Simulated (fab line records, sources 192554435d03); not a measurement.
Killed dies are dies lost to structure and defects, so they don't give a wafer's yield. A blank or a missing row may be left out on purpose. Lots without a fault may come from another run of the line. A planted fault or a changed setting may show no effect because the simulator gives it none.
A struck lot beside a sound one | flow n5_finfet | 37 steps out of a route of 1938
Sound: wafers L638.2, L638.4, L638.5. Struck: wafers L636.3, L636.5, L636.6. The cause comes at the end.
At each step with rows: each side's tool, then ch and its chambers, then its first start. Under that, the readings that differ: sound wafers | struck wafers | difference of the means | sigmas: that difference in standard deviations of wafers without a fault.
alike: readings whose means differ by less than 2 such deviations, and words and numbers that are the same on both sides. not compared: withheld readings, readings that some wafer has no value for, bounds like >300 that may hide the same value, and numbers for which the record gives no deviation and whose values overlap.
The two part at a step that has a row with sigmas, a row that says differs or no value, or rows on one side only. Numbers that don't overlap but have no deviation are shown without sigmas and don't part them. A reading that every wafer of one side lacks parts them only if that side has two wafers or more.

first, 9 steps without rows for these wafers: N5_BEOL_M4_ANNEAL_95 (time 240 s); N5_BEOL_M4_SPUTTER_96 (material Cu, target thk 4.5 nm, time 8.29 s); N5_BEOL_M4_ECD_50 (material Cu, target thk 300 nm); N5_BEOL_M4_ANNEAL_51 (time 90 s); N5_BEOL_M4_CMP_52 (polishes, stops on SiOC, t overpolish 6.8 s, target thk 40 nm); N5_BEOL_M4_PRE_CLEAN_60 (time 15 s); N5_BEOL_M4_CO_CAP_55 (material Co, precursor CCTBA/H2, target thk 2 nm, time 102.1 s); N5_BEOL_M4_PRE_CLEAN_56 (time 15 s); N5_BEOL_M4_DEP_57 (deposits SiCN from 3MS/NH3, target thk 8 nm, time 14 s).
N5_BEOL_M4_RC_MEAS_101:
  sound on prober-02 ch 0, day 13 21:31; struck on prober-01 ch 0, day 12 12:43
  alike: DIBL_N, DIBL_P, IOFF_N, IOFF_P, ION_N, ION_P, SS_N, SS_P, VT_N, VT_P
then, 24 steps without rows for these wafers: N5_BEOL_M5_ILD_DEP_00 (deposits SiCOH lowk from DEMS/porogen, target thk 140.64 nm, time 25.9 s); N5_BEOL_M5_CURE_79 (cures SiCOH lowk, time 240 s); N5_BEOL_M5_PECVD_70 (deposits SiO2 from TEOS/O2, target thk 16 nm, time 18 s); N5_BEOL_M5_HM_DEP_02 (deposits TiN, target thk 20 nm); N5_BEOL_M5_COAT_59 (time 60 s, resist thk 60 nm); N5_BEOL_M5_COAT_60 (time 60 s, resist thk 12 nm); N5_BEOL_M5_COAT_71 (time 60 s, resist thk 5 nm); N5_BEOL_M5_COAT_05 (resist thk 30 nm); N5_BEOL_M5_EBR_07; N5_BEOL_M5_SOFTBAKE_06 (time 60 s); N5_BEOL_M5_EXPOSE_08 (exposes mask M5, target cd 28 nm); N5_BEOL_M5_PEB_09 (peb time 60 s); N5_BEOL_M5_DEVELOP_10 (develop time 30 s); N5_BEOL_M5_DESCUM_16 (chemistry O2, time 7 s); N5_BEOL_M5_ETCH_72 (etches underlayer in N2/H2, target depth 6.5 nm, time 5.2 s); N5_BEOL_M5_ETCH_61 (etches SiARC in CF4, target depth 15.6 nm, time 26 s); N5_BEOL_M5_ETCH_62 (etches SOC in N2/H2, target depth 75 nm, overetch 15 nm, time 112.5 s); N5_BEOL_M5_STRIP_63 (strips in N2/H2); N5_BEOL_M5_STRIP_73 (strips in N2/H2); N5_BEOL_M5_STRIP_64 (strips in CF4); N5_BEOL_M5_HM_OPEN_17 (chemistry Cl2/BCl3, target TiN, target depth 20 nm, overetch 6 nm); N5_BEOL_M5_STRIP_19 (strips in O2); N5_BEOL_M5_COAT_65 (time 60 s, resist thk 60 nm); N5_BEOL_M5_COAT_66 (time 60 s, resist thk 12 nm).
N5_BEOL_M5_CVD_47: deposits Co from CCTBA/H2, target thk 3 nm, time 216 s.
  sound on cvd_co-02 ch 0, day 14 03:50; struck on cvd_co-02 ch 0,1,2, day 12 19:19
  no value came back on the struck wafers for chamber_pressure_Torr (Torr), run_length_s (s); on the sound wafers chamber_pressure_Torr (Torr) reads 29.91 30.00 29.92
N5_BEOL_M5_CMP_52: polishes, stops on SiCOH lowk, t overpolish 6.9 s, target thk 62 nm.
  sound on cmp-01 ch 1,3, day 14 08:55; struck on cmp-04 ch 0,1,2, day 13 00:27
  reading                                | sound          | struck         | difference | sigmas
  barrier_field_endpoint_s (s)           | 24.5 25.1 25.3 | 20.9 20.7 20.8 | -4.2       | -7
  model.Cu_of_BEOL_M5_ECD_50.thk_nm (nm) | 59.6 61.8 61.8 | 63.4 64 64.2   | +2.8       |
  alike: motor_current_A, platen_rpm
-- the record jumps here: 4 days lie between the struck wafers' starts before and after (it left off in module BEOL_M5 and takes up again in module PASSIVATION, whose first step shown is number 1936 of the route) --
N5_PASSIVATION_PROBE_49:
  sound on prober-01, day 18 17:52; struck on prober-02, day 16 22:05
  reading                  | sound          | struck         | difference | sigmas
  defect_limited_yield (%) | 89.0 89.7 90.5 | 0 0 0          | -90        | -60
  killed_at_M4_up          | 21 15 19       | 1087 1100 1115 | +1082      | +99 or more
  killed_dies              | 130 121 112    | 1180 1180 1180 | +1059      | +59
  killed_on_rim            | 21 13 12       | 152 152 152    | +137       | +33
  sort_bin_5_function (%)  | 5.8 5.8 5.8    | 88.6 91.2 88.1 | +83.5      | +84
  sort_bin_6_memory (%)    | 4.8 4.3 3.6    | 10.8 8.6 11.4  | +6.0       | +8
  sort_n_pass              | 1050 1059 1068 | 0 0 0          | -1059      | -59
  sort_yield_pct (%)       | 89.0 89.7 90.5 | 0 0 0          | -90        | -60
  alike: killed_at_M0_to_M3, killed_at_contacts, killed_at_front_end, killed_at_other, killed_open, killed_short

WHERE THEY PART
First at N5_BEOL_M5_CVD_47; last, within this record, at N5_PASSIVATION_PROBE_49.

WHY: what the simulator had put in
Skipped step whole: cvd_co-02, from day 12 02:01 on, at N5_BEOL_M5_CVD_47. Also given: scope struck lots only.
